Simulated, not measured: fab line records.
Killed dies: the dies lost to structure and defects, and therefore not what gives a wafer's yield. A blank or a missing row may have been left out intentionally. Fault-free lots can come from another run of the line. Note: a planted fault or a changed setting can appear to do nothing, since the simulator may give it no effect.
Which tool was responsible? ; flow n5Finfet ; 36 wafers from 12 lots sampled at 3 of the route's 1938 steps

## WHAT THE GAUGES READ, wafer by wafer
N5_BEOL_M11_CD_MEAS_11: the cd target is 64.1 nm.
lot;measured;on;cdNm (nm)
L075;day 10 18:11;cdSem-02;63.9 64.7 65.0
L080;day 11 16:53;cdSem-02;63.9 64.5 64.3
L079;day 11 17:23;cdSem-01;65.1 65.0 64.8
L078;day 12 01:10;cdSem-02;63.6 64.0 63.9
L083;day 12 15:37;cdSem-01;64.5 64.1 64.8
L085;day 13 16:01;cdSem-01;65.4 64.3 63.9
L086;day 14 00:25;cdSem-03;64.9 64.2 64.0
L091;day 14 04:44;cdSem-02;63.3 64.6 64.8
L088;day 14 09:44;cdSem-02;63.7 63.9 64.0
L092;day 15 13:02;cdSem-01;63.9 64.7 65.4
L096;day 16 08:43;cdSem-02;64.7 64.6 64.8
L095;day 16 12:59;cdSem-03;64.2 64.6 64.6

## TOOL THAT RAN EACH LOT (tool first, then ch and the chambers of the sampled wafers, then the start)
lot;N5_BEOL_M10_CMP_52;N5_BEOL_M10_DEP_56
L075;cmp-01 ch 1,2,3, day 10 15:23;pecvd-03 ch 0,1,2, day 10 15:42
L080;cmp-04 ch 1,2,3, day 11 12:52;pecvd-04 ch 1,2, day 11 13:11
L079;cmp-04 ch 0,1,3, day 11 13:39;pecvd-01 ch 1,2, day 11 14:01
L078;cmp-01 ch 0,2,3, day 11 22:52;pecvd-01 ch 0,1, day 11 23:07
L083;cmp-01 ch 1,2,3, day 12 13:09;pecvd-01 ch 0,1,2, day 12 13:26
L085;cmp-01 ch 0,1,3, day 13 13:43;pecvd-03 ch 0,2, day 13 14:02
L086;cmp-02 ch 0,1,3, day 13 21:49;pecvd-03 ch 0,1,2, day 13 22:11
L091;cmp-04 ch 0,1, day 14 02:30;pecvd-03 ch 0,1,2, day 14 02:52
L088;cmp-02 ch 0,2,3, day 14 07:38;pecvd-01 ch 0,1, day 14 07:55
L092;cmp-04 ch 0,1,2, day 15 03:03;pecvd-01 ch 0,1,2, day 15 03:19
L096;cmp-02 ch 0,1, day 16 05:58;pecvd-03 ch 0,1,2, day 16 06:19
L095;cmp-04 ch 1,2,3, day 16 10:33;pecvd-03 ch 1,2, day 16 10:55
- N5_BEOL_M10_CMP_52: polishes, stops on SiCOH lowk, t overpolish 7 s, target thk 140 nm.
- N5_BEOL_M10_DEP_56: deposits SiCN from 3MS/NH3, target thk 15 nm, time 26.5 s.

## THE ANSWER, worked out from the rows above alone
Rule: the lots themselves supply what counts as usual. Put in order of their means at a reading, lots are off if they are a third of the lots or fewer, leave a main group of 4 or more, and stand apart from it by a gap of 3 or more times the standard deviation of the main group's means; of several such gaps the widest counts. The tables above print the reading to a certain number of digits; a main group whose means all agree to those digits is not used. A lot without any number at a reading at which 4 lots or more have one is off too. Where the step has rows for the other lots, those lots are counted as sound.
Across all readings shown, no lot is off: no conclusion can be drawn from this.

## WHAT WAS PUT IN BY THE SIMULATOR
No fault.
